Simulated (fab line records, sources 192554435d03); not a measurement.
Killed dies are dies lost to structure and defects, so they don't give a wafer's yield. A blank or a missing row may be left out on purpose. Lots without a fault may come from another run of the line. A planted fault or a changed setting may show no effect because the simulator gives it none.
fab line records | flow n5_finfet
record lots=24 wafers=72 last_day=18
route steps=1938 shown BEOL_M15@1817 MIM_TOP@1838 MIM_BOT_LITHO@1865
lots that met no fault: from a run of the same line without faults
start_h: hours from the record's first day to the start of the lot's first wafer shown | wait_h: hours since the lot's step before | " the same as in the row above | L1.1+2: a row that stands for several wafers | - no value, or no start given | * or withheld: withheld | < > ~ a bound
route shown NAME@n: a module of which the file shows steps, and the number in the route of the first | usual: mean/standard deviation of fault-free wafers | same: alike in all rows | chamber/n: place in a boat | sites: the reading at each site | _std_site: their standard deviation | _edge_site: outer sites' mean less inner sites' | radius_mm: how far each site lies from the wafer's centre | mask NAME#n: copy n | behind: the tool/chamber that last shaped the wafer | hold: why the lot was held/for how many hours/how that ended | device: the transistor (n, p or np) that didn't switch | end of line: the same wafers' tests at the end of the route | a step without rows: its recipe alone | killed: dies lost to structure and defects at the first sort, not the wafer's yield | map: a wafer's dies, x killed, . not, _ none there
set.NAME: the setting as run; set.NAME@STEP: as run at that earlier step | model.NAME: the simulator's own value behind a step, which no gauge read
steps of the route over a sample of lots; a table a step, a row a wafer
services: from which hour (start_h, from the record's first day; less than 0 if before it) a tool's chamber was out of use, for how many hours, and why
## steps
# step N5_BEOL_M15_DEGAS_41
# recipe ambient=vacuum temp_c=300 time_s=60
# usual heater_power_w=489/73
# columns lot.wafer tool chamber start_h wait_h heater_power_w
L075.3 pvd_sputter-01 - 225.98 0.4 459
L075.4 " - " " 473
L075.6 " - " " 441
L076.2 pvd_sputter-01 - 226.30 0.3 477
L076.4 " - " " 510
L076.5 " - " " 465
L074.1 pvd_sputter-01 - 234.41 0.0 446
L074.2 " - " " 462
L074.3 " - " " 485
L077.3 pvd_sputter-03 - 246.73 2.1 543
L077.4 " - " " 369
L077.6 " - " " 469
L078.2 pvd_sputter-02 - 255.36 0.4 380
L078.4 " - " " 496
L078.6 " - " " 635
L079.3 pvd_sputter-02 - 262.39 0.2 450
L079.4 " - " " 384
L079.5 " - " " 622
L082.1 pvd_sputter-02 - 330.82 0.3 646
L082.5 " - " " 458
L082.6 " - " " 650
L085.4 pvd_sputter-02 - 339.96 0.3 459
L085.5 " - " " 393
L085.6 " - " " 459
L083.2 pvd_sputter-02 - 347.12 0.3 493
L083.3 " - " " 456
L083.4 " - " " 392
L080.2 pvd_sputter-01 - 347.46 0.4 507
L080.3 " - " " 451
L080.4 " - " " 447
L086.1 pvd_sputter-03 - 349.42 0.5 585
L086.3 " - " " 462
L086.4 " - " " 373
L084.1 pvd_sputter-02 - 350.24 0.3 503
L084.2 " - " " 392
L084.4 " - " " 449
L088.3 pvd_sputter-03 - 355.56 0.3 534
L088.5 " - " " 569
L088.6 " - " " 536
L087.3 pvd_sputter-03 - 361.45 0.0 541
L087.5 " - " " 579
L087.6 " - " " 467
L089.3 pvd_sputter-03 - 372.33 0.4 363
L089.5 " - " " 368
L089.6 " - " " 555
L090.1 pvd_sputter-02 - 376.35 0.4 653
L090.4 " - " " 443
L090.6 " - " " 506
L091.1 pvd_sputter-01 - 376.48 0.5 468
L091.3 " - " " 491
L091.5 " - " " 483
L092.2 pvd_sputter-03 - 379.33 0.4 457
L092.4 " - " " 576
L092.5 " - " " 370
L093.2 pvd_sputter-03 - 379.65 0.7 567
L093.3 " - " " 372
L093.4 " - " " 477
L095.2 pvd_sputter-01 - 386.91 0.2 448
L095.5 " - " " 527
L095.6 " - " " 484
L094.2 pvd_sputter-01 - 387.23 0.1 490
L094.4 " - " " 510
L094.5 " - " " 512
L096.2 pvd_sputter-01 - 403.14 1.9 481
L096.3 " - " " 478
L096.5 " - " " 453
L081.1 pvd_sputter-03 - 405.59 0.2 363
L081.4 " - " " 541
L081.5 " - " " 481
L097.2 pvd_sputter-03 - 416.99 0.5 560
L097.3 " - " " 468
L097.5 " - " " 548
# step N5_BEOL_M15_SPUTTER_45
# recipe material=Cu target_thk_a=1000 temp_c=-20 bias_v=60 power_w=26000 chamber_pressure_pa=0.13 time_s=16.67
# usual cathode_dc_power_W=26000/4.8 throttle_valve_pct=30.0/0.69
# columns lot.wafer tool chamber start_h wait_h cathode_dc_power_W throttle_valve_pct
L075.3 pvd_sputter-01 - 226.22 0.0 26000 30.3
L075.4 " - " " 25992 31.7
L075.6 " - " " 25999 30.3
L076.2 pvd_sputter-01 - 226.54 0.0 25995 32.0
L076.4 " - " " 26004 28.7
L076.5 " - " " 26002 31.7
L074.1 pvd_sputter-01 - 234.65 0.0 26007 30.2
L074.2 " - " " 25998 31.6
L074.3 " - " " 25994 30.1
L077.3 pvd_sputter-03 - 247.00 0.0 26005 29.2
L077.4 " - " " 25999 29.9
L077.6 " - " " 25994 29.8
L078.2 pvd_sputter-02 - 255.60 0.0 25995 30.9
L078.4 " - " " 26007 30.3
L078.6 " - " " 25991 29.8
L079.3 pvd_sputter-02 - 262.63 0.0 26007 29.9
L079.4 " - " " 26004 30.8
L079.5 " - " " 26000 30.0
L082.1 pvd_sputter-02 - 331.06 0.0 26005 29.9
L082.5 " - " " 26001 29.9
L082.6 " - " " 26005 29.5
L085.4 pvd_sputter-02 - 340.20 0.0 26004 29.9
L085.5 " - " " 25997 31.1
L085.6 " - " " 25999 29.8
L083.2 pvd_sputter-02 - 347.36 0.0 25995 30.3
L083.3 " - " " 25992 30.0
L083.4 " - " " 26007 31.2
L080.2 pvd_sputter-01 - 347.73 0.0 26000 29.2
L080.3 " - " " 26001 31.9
L080.4 " - " " 26000 30.3
L086.1 pvd_sputter-03 - 349.66 0.0 25999 30.1
L086.3 " - " " 26000 29.6
L086.4 " - " " 26004 30.0
L084.1 pvd_sputter-02 - 350.48 0.0 26010 30.5
L084.2 " - " " 26001 31.0
L084.4 " - " " 25999 29.6
L088.3 pvd_sputter-03 - 355.80 0.0 26006 29.8
L088.5 " - " " 26003 29.6
L088.6 " - " " 26000 29.6
L087.3 pvd_sputter-03 - 361.69 0.0 25998 29.3
L087.5 " - " " 26002 29.6
L087.6 " - " " 26005 30.0
L089.3 pvd_sputter-03 - 372.57 0.0 26005 29.6
L089.5 " - " " 26004 29.9
L089.6 " - " " 26007 29.4
L090.1 pvd_sputter-02 - 376.59 0.0 26001 29.6
L090.4 " - " " 26004 30.0
L090.6 " - " " 26003 30.0
L091.1 pvd_sputter-01 - 376.75 0.0 26007 31.7
L091.3 " - " " 26007 30.2
L091.5 " - " " 26002 30.2
L092.2 pvd_sputter-03 - 379.57 0.0 26007 29.8
L092.4 " - " " 25992 29.6
L092.5 " - " " 26005 29.8
L093.2 pvd_sputter-03 - 379.89 0.0 26001 29.6
L093.3 " - " " 26012 29.6
L093.4 " - " " 26004 30.1
L095.2 pvd_sputter-01 - 387.15 0.0 25998 30.4
L095.5 " - " " 26000 29.0
L095.6 " - " " 25995 30.2
L094.2 pvd_sputter-01 - 387.47 0.0 26001 30.2
L094.4 " - " " 25999 29.2
L094.5 " - " " 26002 29.0
L096.2 pvd_sputter-01 - 403.38 0.0 25999 31.9
L096.3 " - " " 26000 30.4
L096.5 " - " " 25995 31.5
L081.1 pvd_sputter-03 - 405.83 0.0 25996 30.0
L081.4 " - " " 25995 29.5
L081.5 " - " " 25997 30.0
L097.2 pvd_sputter-03 - 417.23 0.0 25991 29.8
L097.3 " - " " 26001 30.0
L097.5 " - " " 26007 29.5
# step N5_BEOL_M15_RS_MEAS_54
# recipe thk_meas_gauge=four-point-probe reads=Cu_of_BEOL_M15_ECD_47+Ta_of_BEOL_M15_SPUTTER_44+TaN_of_BEOL_M15_SPUTTER_43
# usual M15_RS=0.0214/0.00046
# columns lot.wafer tool chamber start_h wait_h M15_RS[ohm/sq]
L075.3 film_metro-01 - 227.34 0.1 0.0220
L075.4 " - " " 0.0218
L075.6 " - " " 0.0219
L076.2 film_metro-01 - 228.06 0.1 0.0210
L076.4 " - " " 0.0210
L076.5 " - " " 0.0214
L074.1 film_metro-02 - 235.73 0.0 0.0214
L074.2 " - " " 0.0220
L074.3 " - " " 0.0214
L077.3 film_metro-01 - 248.09 0.1 0.0209
L077.4 " - " " 0.0213
L077.6 " - " " 0.0214
L078.2 film_metro-02 - 256.87 0.1 0.0217
L078.4 " - " " 0.0209
L078.6 " - " " 0.0215
L079.3 film_metro-01 - 263.71 0.1 0.0214
L079.4 " - " " 0.0211
L079.5 " - " " 0.0215
L082.1 film_metro-02 - 332.59 0.0 0.0213
L082.5 " - " " 0.0214
L082.6 " - " " 0.0213
L085.4 film_metro-02 - 341.28 0.0 0.0206
L085.5 " - " " 0.0215
L085.6 " - " " 0.0217
L083.2 film_metro-02 - 348.46 0.1 0.0216
L083.3 " - " " 0.0206
L083.4 " - " " 0.0221
L080.2 film_metro-01 - 348.86 0.1 0.0215
L080.3 " - " " 0.0217
L080.4 " - " " 0.0216
L086.1 film_metro-02 - 351.21 0.1 0.0211
L086.3 " - " " 0.0209
L086.4 " - " " 0.0218
L084.1 film_metro-02 - 351.86 0.0 0.0217
L084.2 " - " " 0.0218
L084.4 " - " " 0.0213
L088.3 film_metro-01 - 357.00 0.1 0.0216
L088.5 " - " " 0.0216
L088.6 " - " " 0.0215
L087.3 film_metro-01 - 362.79 0.1 0.0215
L087.5 " - " " 0.0215
L087.6 " - " " 0.0222
L089.3 film_metro-02 - 373.80 0.1 0.0205
L089.5 " - " " 0.0206
L089.6 " - " " 0.0205
L090.1 film_metro-02 - 377.67 0.0 0.0216
L090.4 " - " " 0.0214
L090.6 " - " " 0.0214
L091.1 film_metro-02 - 377.90 0.0 0.0216
L091.3 " - " " 0.0207
L091.5 " - " " 0.0207
L092.2 film_metro-02 - 380.65 0.1 0.0207
L092.4 " - " " 0.0213
L092.5 " - " " 0.0205
L093.2 film_metro-02 - 380.97 0.1 0.0212
L093.3 " - " " 0.0213
L093.4 " - " " 0.0217
L095.2 film_metro-01 - 388.24 0.1 0.0211
L095.5 " - " " 0.0217
L095.6 " - " " 0.0211
L094.2 film_metro-01 - 388.60 0.1 0.0216
L094.4 " - " " 0.0208
L094.5 " - " " 0.0222
L096.2 film_metro-01 - 404.49 0.1 0.0222
L096.3 " - " " 0.0217
L096.5 " - " " 0.0217
L081.1 film_metro-02 - 406.93 0.0 0.0218
L081.4 " - " " 0.0215
L081.5 " - " " 0.0218
L097.2 film_metro-02 - 418.42 0.1 0.0216
L097.3 " - " " 0.0211
L097.5 " - " " 0.0219
# step N5_BEOL_M15_INSPECT_55
# recipe inspect_instrument=darkfield mode=post_dep
# usual raw_defect_count=71/28
# columns lot.wafer tool chamber start_h wait_h raw_defect_count
L075.3 defect_inspect-01 - 227.36 0.0 75
L075.4 " - " " 58
L075.6 " - " " 56
L076.2 defect_inspect-02 - 228.08 0.0 78
L076.4 " - " " 34
L076.5 " - " " 36
L074.1 defect_inspect-02 - 235.75 0.0 96
L074.2 " - " " 69
L074.3 " - " " 113
L077.3 defect_inspect-02 - 248.12 0.0 114
L077.4 " - " " 92
L077.6 " - " " 71
L078.2 defect_inspect-01 - 256.89 0.0 68
L078.4 " - " " 51
L078.6 " - " " 98
L079.3 defect_inspect-01 - 263.74 0.0 72
L079.4 " - " " 89
L079.5 " - " " 126
L082.1 defect_inspect-02 - 332.61 0.0 104
L082.5 " - " " 66
L082.6 " - " " 118
L085.4 defect_inspect-02 - 341.31 0.0 57
L085.5 " - " " 24
L085.6 " - " " 54
L083.2 defect_inspect-02 - 348.49 0.0 43
L083.3 " - " " 69
L083.4 " - " " 24
L080.2 defect_inspect-01 - 348.89 0.0 60
L080.3 " - " " 37
L080.4 " - " " 33
L086.1 defect_inspect-01 - 351.24 0.0 64
L086.3 " - " " 48
L086.4 " - " " 57
L084.1 defect_inspect-01 - 351.88 0.0 52
L084.2 " - " " 73
L084.4 " - " " 91
L088.3 defect_inspect-02 - 357.03 0.0 88
L088.5 " - " " 39
L088.6 " - " " 51
L087.3 defect_inspect-01 - 362.82 0.0 98
L087.5 " - " " 89
L087.6 " - " " 128
L089.3 defect_inspect-02 - 373.82 0.0 99
L089.5 " - " " 55
L089.6 " - " " 119
L090.1 defect_inspect-02 - 377.70 0.0 79
L090.4 " - " " 59
L090.6 " - " " 86
L091.1 defect_inspect-02 - 377.93 0.0 88
L091.3 " - " " 70
L091.5 " - " " 114
L092.2 defect_inspect-01 - 380.68 0.0 78
L092.4 " - " " 98
L092.5 " - " " 64
L093.2 defect_inspect-01 - 381.00 0.0 42
L093.3 " - " " 52
L093.4 " - " " 36
L095.2 defect_inspect-01 - 388.26 0.0 51
L095.5 " - " " 101
L095.6 " - " " 56
L094.2 defect_inspect-01 - 388.62 0.0 63
L094.4 " - " " 53
L094.5 " - " " 48
L096.2 defect_inspect-01 - 404.52 0.0 128
L096.3 " - " " 87
L096.5 " - " " 63
L081.1 defect_inspect-01 - 406.95 0.0 68
L081.4 " - " " 48
L081.5 " - " " 67
L097.2 defect_inspect-01 - 418.45 0.0 61
L097.3 " - " " 79
L097.5 " - " " 106
# step N5_MIM_TOP_SPUTTER_03
# recipe material=TiN target_thk_a=350 temp_c=200 power_w=3000 chamber_pressure_pa=0.49996 gas=Ar reactive_partial_pa=0.37997 time_s=89.7
# usual cathode_dc_power_W=3000.1/0.51 throttle_valve_pct=30.0/0.76
# columns lot.wafer tool chamber start_h wait_h cathode_dc_power_W throttle_valve_pct
L075.3 pvd_sputter-03 - 229.42 0.0 3000.7 29.5
L075.4 " - " " 2999.7 29.8
L075.6 " - " " 2999.3 29.7
L076.2 pvd_sputter-01 - 231.11 0.0 2999.1 30.3
L076.4 " - " " 3000.1 28.8
L076.5 " - " " 3000.9 30.2
L074.1 pvd_sputter-03 - 237.95 0.0 3001.3 29.9
L074.2 " - " " 3000.8 29.9
L074.3 " - " " 3000.3 29.6
L077.3 pvd_sputter-03 - 251.09 0.0 2999.9 29.5
L077.4 " - " " 2999.3 30.2
L077.6 " - " " 3000.1 29.8
L078.2 pvd_sputter-03 - 262.44 0.0 3000.3 29.3
L078.4 " - " " 2999.7 29.9
L078.6 " - " " 3000.2 29.5
L079.3 pvd_sputter-03 - 268.33 0.0 2999.2 30.1
L079.4 " - " " 3000.3 29.4
L079.5 " - " " 3000.4 29.5
L082.1 pvd_sputter-02 - 335.38 0.0 2999.6 30.0
L082.5 " - " " 3000.0 31.1
L082.6 " - " " 3000.8 29.8
L085.4 pvd_sputter-01 - 344.17 0.0 3000.0 28.9
L085.5 " - " " 3000.4 31.9
L085.6 " - " " 3001.0 30.1
L083.2 pvd_sputter-01 - 354.73 0.0 3000.5 28.6
L083.3 " - " " 3000.6 30.2
L083.4 " - " " 3001.2 30.1
L080.2 pvd_sputter-01 - 354.86 0.0 2999.9 30.1
L080.3 " - " " 3000.7 29.9
L080.4 " - " " 3000.4 31.8
L086.1 pvd_sputter-03 - 358.60 0.0 3000.1 30.0
L086.3 " - " " 3000.1 29.2
L086.4 " - " " 2999.4 29.7
L084.1 pvd_sputter-01 - 358.89 0.0 2999.1 31.8
L084.2 " - " " 2999.7 28.8
L084.4 " - " " 3001.1 30.3
L088.3 pvd_sputter-01 - 359.86 0.0 3000.1 31.9
L088.5 " - " " 3000.2 30.4
L088.6 " - " " 3000.6 32.0
L087.3 pvd_sputter-01 - 367.00 0.0 2999.9 28.8
L087.5 " - " " 3000.9 32.0
L087.6 " - " " 3001.1 30.5
L089.3 pvd_sputter-03 - 377.07 0.0 2999.8 29.3
L089.5 " - " " 2998.8 29.4
L089.6 " - " " 2999.5 29.8
L090.1 pvd_sputter-02 - 380.37 0.0 3000.3 29.8
L090.4 " - " " 3000.5 30.1
L090.6 " - " " 2999.6 29.9
L091.1 pvd_sputter-02 - 381.65 0.0 3000.6 30.3
L091.3 " - " " 2999.8 29.8
L091.5 " - " " 2999.5 29.9
L092.2 pvd_sputter-03 - 384.85 0.0 2999.8 29.5
L092.4 " - " " 2999.9 29.5
L092.5 " - " " 2999.5 29.4
L093.2 pvd_sputter-01 - 384.89 0.0 3000.0 28.7
L093.3 " - " " 3000.5 30.3
L093.4 " - " " 2999.2 30.4
L095.2 pvd_sputter-03 - 394.08 0.0 3000.1 29.9
L095.5 " - " " 2999.9 29.7
L095.6 " - " " 2999.6 29.4
L094.2 pvd_sputter-03 - 394.20 0.0 2999.8 29.3
L094.4 " - " " 2999.9 29.7
L094.5 " - " " 3000.1 29.8
L096.2 pvd_sputter-02 - 406.62 0.0 3000.0 31.0
L096.3 " - " " 3000.2 29.5
L096.5 " - " " 2999.8 30.1
L081.1 pvd_sputter-01 - 409.18 0.0 2999.6 31.9
L081.4 " - " " 2999.7 28.8
L081.5 " - " " 3000.5 30.1
L097.2 pvd_sputter-02 - 420.80 0.0 3001.2 30.2
L097.3 " - " " 3000.0 29.5
L097.5 " - " " 2999.6 30.1
# step N5_MIM_BOT_LITHO_DESCUM_10
# recipe chemistry=O2 time_s=7.9 source_power_w=50 bias_power_w=20 pressure_mtorr=20 rf_frequency_hz=2.712e+07 temp_c=40 o2_flow_sccm=225
# usual drypump_motor_current_A=5.82/0.3 oes_product_au=0.81/0.081 rf_vpp_V=243.2/1.4 showerhead_plenum_p_Torr=2.09/0.083 temp_c=40.01/0.1 throttle_valve_pct=20.37/0.3
# columns lot.wafer tool chamber start_h wait_h drypump_motor_current_A oes_product_au rf_hours_counter_h rf_vpp_V showerhead_plenum_p_Torr temp_c throttle_valve_pct
L075.3 rie_diel-05 3 230.89 0.0 5.85 0.76 193 241.8 2.11 39.91 20.88
L075.4 " 1 " " 5.31 0.77 117 244.3 2.20 40.15 20.33
L075.6 " 3 " " 5.83 0.76 - 242.0 2.11 39.79 20.87
L076.2 rie_diel-04 2 232.36 0.0 5.82 0.87 40 241.8 2.03 39.92 20.03
L076.4 " 1 " " 5.96 0.69 205 240.4 1.99 40.16 20.18
L076.5 " 1 " " 5.96 0.68 - 242.6 1.99 40.00 20.18
L074.1 rie_diel-03 2 239.67 0.0 6.15 0.78 93 243.7 2.21 39.96 20.95
L074.2 " 1 " " 5.95 0.89 47 242.4 2.01 40.08 20.37
L074.3 " 3 " " 5.31 0.79 89 243.0 2.09 40.06 20.11
L077.3 rie_diel-05 3 252.38 0.0 5.82 0.75 199 242.4 2.11 40.03 20.89
L077.4 " 1 " " 5.32 0.76 - 243.4 2.20 40.08 20.30
L077.6 " 2 " " 6.11 0.86 - 242.9 2.13 39.86 20.24
L078.2 rie_diel-04 3 263.83 0.0 6.14 0.84 64 241.9 2.02 40.00 20.31
L078.4 " 0 " " 5.36 0.69 226 241.8 1.99 39.93 20.76
L078.6 " 0 " " 5.37 0.69 - 242.7 1.99 39.90 20.77
L079.3 rie_diel-05 2 269.71 0.0 6.14 0.86 56 243.5 2.13 40.00 20.25
L079.4 " 0 " " 5.56 0.99 2 241.9 2.07 40.16 20.00
L079.5 " 1 " " 5.32 0.77 - 244.7 2.20 39.98 20.34
L082.1 rie_diel-03 1 336.59 0.0 5.95 0.86 75 241.5 2.01 39.88 20.41
L082.5 " 2 " " 6.16 0.76 - 244.8 2.20 39.89 21.00
L082.6 " 3 " " 5.31 0.76 - 243.7 2.08 40.05 20.18
L085.4 rie_diel-05 2 345.43 0.1 6.15 0.83 - 245.0 2.12 39.97 20.28
L085.5 " 1 " " 5.32 0.74 - 244.6 2.19 40.11 20.35
L085.6 " 3 " " 5.84 0.73 - 242.4 2.10 39.97 20.92
L083.2 rie_diel-04 1 356.30 0.3 5.98 0.65 248 242.9 1.97 40.10 20.24
L083.3 " 3 " " 6.17 0.81 96 242.4 2.01 40.03 20.36
L083.4 " 2 " " 5.86 0.81 - 243.1 2.02 39.97 20.09
L080.2 rie_diel-05 1 356.39 0.0 5.30 0.74 156 243.9 2.19 39.96 20.37
L080.3 " 2 " " 6.15 0.82 84 243.6 2.12 40.07 20.28
L080.4 " 3 " " 5.83 0.74 234 241.5 2.09 39.95 20.94
L086.1 rie_diel-04 1 360.00 0.0 5.97 0.66 249 241.7 1.97 40.03 20.24
L086.3 " 3 " " 6.13 0.81 97 242.5 2.01 40.07 20.37
L086.4 " 1 " " 5.99 0.65 - 242.2 1.97 40.11 20.24
L084.1 rie_diel-04 3 360.17 0.0 6.13 0.80 97 242.3 2.01 40.23 20.36
L084.2 " 2 " " 5.86 0.80 86 241.9 2.02 39.89 20.08
L084.4 " 3 " " 6.14 0.81 - 242.7 2.01 40.29 20.36
L088.3 rie_diel-05 2 361.22 0.0 6.16 0.82 85 243.6 2.12 40.05 20.28
L088.5 " 0 " " 5.56 0.89 - 242.6 2.06 40.06 20.04
L088.6 " 2 " " 6.15 0.82 - 243.9 2.12 40.16 20.29
L087.3 rie_diel-03 2 368.54 0.0 6.14 0.74 133 245.8 2.19 40.18 21.00
L087.5 " 3 " " 5.30 0.75 - 243.0 2.08 40.02 20.16
L087.6 " 0 " " 5.68 0.85 - 245.1 2.15 40.11 20.45
L089.3 rie_diel-05 0 378.77 0.2 5.57 0.89 39 243.6 2.06 39.91 20.07
L089.5 " 3 " " 5.87 0.73 - 244.4 2.09 39.84 20.94
L089.6 " 2 " " 6.16 0.81 - 243.4 2.12 39.98 20.31
L090.1 rie_diel-03 0 382.10 0.0 5.66 0.85 69 243.2 2.15 39.81 20.45
L090.4 " 3 " " 5.29 0.75 131 242.6 2.08 39.87 20.19
L090.6 " 2 " " 6.13 0.74 - 244.6 2.19 40.02 21.01
L091.1 rie_diel-03 1 383.00 0.0 5.95 0.83 91 240.9 2.00 40.12 20.43
L091.3 " 2 " " 6.13 0.74 137 244.6 2.19 40.10 21.02
L091.5 " 2 " " 6.14 0.75 - 244.2 2.19 40.13 21.04
L092.2 rie_diel-04 1 386.54 0.3 5.98 0.98 3 245.3 2.23 40.02 19.92
L092.4 " 0 " " 5.37 0.97 8 246.5 2.25 39.89 20.40
L092.5 " 0 " " 5.40 0.97 - 244.8 2.25 39.98 20.39
L093.2 rie_diel-04 1 386.68 0.3 5.98 0.97 4 245.1 2.23 39.94 19.93
L093.3 " 2 " " 5.79 0.80 97 241.9 2.02 39.80 20.10
L093.4 " 0 " " 5.36 0.96 8 247.3 2.25 40.10 20.38
L095.2 rie_diel-05 2 395.56 0.0 6.17 0.80 101 241.4 2.11 40.09 20.31
L095.5 " 2 " " 6.19 0.80 - 243.5 2.11 40.13 20.30
L095.6 " 1 " " 5.33 0.73 - 245.3 2.19 39.71 20.39
L094.2 rie_diel-04 2 395.72 0.0 5.84 0.80 100 243.4 2.01 40.13 20.12
L094.4 " 3 " " 6.12 0.79 111 242.1 2.00 40.14 20.40
L094.5 " 0 " " 5.39 0.96 - 246.1 2.25 39.93 20.38
L096.2 rie_diel-04 3 408.30 0.2 6.13 0.79 117 240.8 2.00 39.89 20.40
L096.3 " 2 " " 5.86 0.79 106 242.1 2.01 40.04 20.12
L096.5 " 3 " " 6.15 0.78 - 244.5 2.00 40.02 20.41
L081.1 rie_diel-03 3 410.57 0.0 5.31 0.75 141 243.5 2.07 39.97 20.18
L081.4 " 0 " " 5.67 0.84 78 243.5 2.14 39.91 20.46
L081.5 " 1 " " 5.95 0.82 - 241.8 2.00 40.06 20.44
L097.2 rie_diel-04 3 422.30 0.0 6.10 0.79 121 243.4 2.00 40.02 20.41
L097.3 " 0 " " 5.38 0.95 15 245.1 2.24 40.03 20.41
L097.5 " 3 " " 6.14 0.79 - 242.6 2.00 39.95 20.40
## services
# columns tool chamber start_h hours kind
rie_diel-03 0 210.20 8.6 repair
rie_diel-03 1 224.57 8.3 repair
rie_diel-05 0 244.10 - clean
rie_diel-04 1 254.81 4.4 repair
rie_diel-04 0 342.77 - clean
rie_diel-04 0 342.77 - consumable_replace:focus_ring
rie_diel-04 0 342.77 - consumable_replace:showerhead
rie_diel-04 0 342.77 20.9 scheduled_down
rie_diel-04 0 342.77 20.9 vent_cycle
rie_diel-05 0 343.08 3.3 repair
rie_diel-03 3 343.44 1.5 repair
pvd_sputter-02 - 356.72 4.6 repair
rie_diel-05 1 359.66 33.4 repair
rie_diel-04 1 363.79 - clean
rie_diel-04 1 363.79 - consumable_replace:focus_ring
rie_diel-04 1 363.79 - consumable_replace:showerhead
rie_diel-04 1 363.79 14.1 scheduled_down
rie_diel-04 1 363.79 14.1 vent_cycle
pvd_sputter-01 - 389.51 6.7 repair
rie_diel-05 0 399.67 2.8 repair
rie_diel-05 - 402.24 0.1 repair
rie_diel-05 1 409.93 3.3 repair
pvd_sputter-01 - 411.63 4.1 repair
rie_diel-04 0 412.80 2.4 repair
## key
fault none
